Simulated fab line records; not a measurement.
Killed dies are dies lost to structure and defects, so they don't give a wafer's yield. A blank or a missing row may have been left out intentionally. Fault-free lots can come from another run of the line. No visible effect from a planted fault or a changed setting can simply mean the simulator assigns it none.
Split-lot study + flow n5-finfet + on a route of 1938 steps: 7 lots, 21 wafers read

## SPLIT DETAILS
At N5_BEOL_M14_SPUTTER_44 (material Ta, target thk 15 nm, time 24.19 s), the setting time-s was moved away from the recipe's 24.19 s on 5 of the 21 wafers read, by -12.1% to +14.7%. All remaining wafers had this setting at the recipe value.

The reading comes from the split's own step.

## THE READING
Ta_of_BEOL_M14_SPUTTER_44.thk-nm (the simulator's own value, which no gauge read), in nm, at N5_BEOL_M14_SPUTTER_44 (material Ta, target thk 15 nm, time 24.19 s). The file does not state a usual value for it. Here, 16 wafers ran the recipe; their average is 14.9 nm with a standard deviation of 0.22 nm.

| wafer  | tool, chamber at the split | time-s as run, s | against the recipe | Ta_of_BEOL_M14_SPUTTER_44.thk-nm, nm | against lot-mates on the recipe |
|--------|----------------------------|------------------|--------------------|--------------------------------------|---------------------------------|
| L078.1 | pvd-sputter-03, -          | 26.19            | +8.3%              | 16                                   | +0.9                            |
| L078.4 | pvd-sputter-03, -          | 24.19            | recipe             | 15.2                                 | -                               |
| L078.5 | pvd-sputter-03, -          | 24.19            | recipe             | 15                                   | -                               |
| L079.1 | pvd-sputter-03, -          | 21.27            | -12.1%             | 13.2                                 | -2.0                            |
| L079.4 | pvd-sputter-03, -          | 24.19            | recipe             | 15.2                                 | -                               |
| L079.6 | pvd-sputter-03, -          | 21.27            | -12.1%             | 13.4                                 | -1.8                            |
| L082.2 | pvd-sputter-03, -          | 24.19            | recipe             | 15                                   | -                               |
| L082.5 | pvd-sputter-03, -          | 24.19            | recipe             | 15                                   | -                               |
| L082.6 | pvd-sputter-03, -          | 24.19            | recipe             | 14.6                                 | -                               |
| L084.3 | pvd-sputter-02, -          | 24.19            | recipe             | 15                                   | -                               |
| L084.5 | pvd-sputter-02, -          | 24.19            | recipe             | 15                                   | -                               |
| L084.4 | pvd-sputter-02, -          | 24.19            | recipe             | 14.8                                 | -                               |
| L088.3 | pvd-sputter-03, -          | 24.19            | recipe             | 15                                   | -                               |
| L088.5 | pvd-sputter-03, -          | 24.19            | recipe             | 15                                   | -                               |
| L088.6 | pvd-sputter-03, -          | 27.67            | +14.4%             | 16.8                                 | +1.8                            |
| L089.2 | pvd-sputter-01, -          | 24.19            | recipe             | 14.8                                 | -                               |
| L089.5 | pvd-sputter-01, -          | 24.19            | recipe             | 14.8                                 | -                               |
| L089.6 | pvd-sputter-01, -          | 24.19            | recipe             | 15.2                                 | -                               |
| L090.1 | pvd-sputter-03, -          | 24.19            | recipe             | 15.2                                 | -                               |
| L090.3 | pvd-sputter-03, -          | 27.75            | +14.7%             | 17.2                                 | +2.4                            |
| L090.4 | pvd-sputter-03, -          | 24.19            | recipe             | 14.4                                 | -                               |

FIT RESULTS
A straight line over all 21 wafers: Ta_of_BEOL_M14_SPUTTER_44.thk-nm changes by +0.138 nm for each +1% of time-s; r = +0.97; the points scatter about the line by 0.21 nm.
The same after taking each lot's own level away (the mean of its wafers on the recipe; 21 wafers): +0.147 nm for each +1%; r = +0.98; scatter 0.21 nm.
The reading moves by 2.2 nm for the largest change in time-s, on that fit.
Measured against the standard deviation above, the lots' own levels, which go from 14.80 to 15.20 nm, span 1.8 times it.
Hence the lot-to-lot level has little effect on the slope; both slopes agree.
Check: with one of the wafers moved furthest among these (+14.7%) left out of the fit, the line predicts +2.01 nm for it against its lot-mates. Against them it came out at +2.4 nm.

## THESE WAFERS: OTHER SPLITS
These wafers also went through other splits before the reading. Each is held against what the fit with the lots' levels taken away leaves over:
| other split on the same wafers | wafers away from the commonest value | r with Ta_of_BEOL_M14_SPUTTER_44.thk-nm (lot level and that fit taken away) |
|--------------------------------|--------------------------------------|-----------------------------------------------------------------------------|
| N5_BEOL_M13_SPUTTER_43 power-w | 6                                    | +0.20                                                                       |

## THE FILE'S OWN FIT
Ta_of_BEOL_M14_SPUTTER_44.thk-nm changes by +0.144 nm for each +1% of time-s, r = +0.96.
